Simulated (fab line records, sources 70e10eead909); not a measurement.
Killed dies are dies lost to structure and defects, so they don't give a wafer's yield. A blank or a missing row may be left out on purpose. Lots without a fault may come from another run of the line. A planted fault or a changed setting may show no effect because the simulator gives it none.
Chamber matching | flow nand_harc | NHARC_A_CONTACT_DEP_24 on pecvd-02: 3 sister chambers
The step deposits SiO2, target thk 500 nm. 6 wafers are shown with their chamber, then 8 later ones without.

WAFERS WITH THEIR CHAMBER
wafer  | chamber | showerhead_vpp_V (V) | throttle_valve_pct (%)
L522.3 | 0       | 1735                 | 15.1
L522.5 | 0       | 1701                 | 15.0
L526.1 | 2       | 1739                 | 15.2
L526.4 | 1       | 1861                 | 14.4
L526.6 | 1       | 1874                 | 14.9
L524.1 | 2       | 1720                 | 15.3

WAFERS WITHOUT THEIR CHAMBER
wafer  | showerhead_vpp_V (V) | throttle_valve_pct (%)
L524.2 | 1844                 | 14.7
L524.4 | 1710                 | 15.1
L529.2 | 1698                 | 15.3
L529.3 | 1844                 | 14.8
L529.5 | 1736                 | 15.2
L528.3 | 1708                 | 15.1
L528.4 | 1867                 | 14.6
L528.6 | 1704                 | 15.5

WHICH CHAMBER EACH WENT THROUGH
wafer  | from the rows above     | in truth
L524.2 | 1                       | 1
L524.4 | can't be placed: 0 or 2 | 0
L529.2 | can't be placed: 0 or 2 | 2
L529.3 | 1                       | 1
L529.5 | can't be placed: 2 or 0 | 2
L528.3 | can't be placed: 0 or 2 | 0
L528.4 | 1                       | 1
L528.6 | can't be placed: 2 or 0 | 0
Placed correctly: 3 of 8. Can't be placed from these rows: 5 (the true chamber is among the candidates in 5). Placed wrongly: 0.
How it was worked out, from the rows above alone: a wafer's distance from a chamber is the root of the sum, over the readings, of the square of ((its reading less the chamber's mean) divided by the reading's scatter). The wafer belongs to the nearest chamber; if the next one is less than 2 further off, it can't be placed. A chamber's mean is the mean of its shown wafers. The scatter: the root of (the sum of the squares of (reading less its chamber's mean) over the shown wafers, divided by (wafers less chambers)).
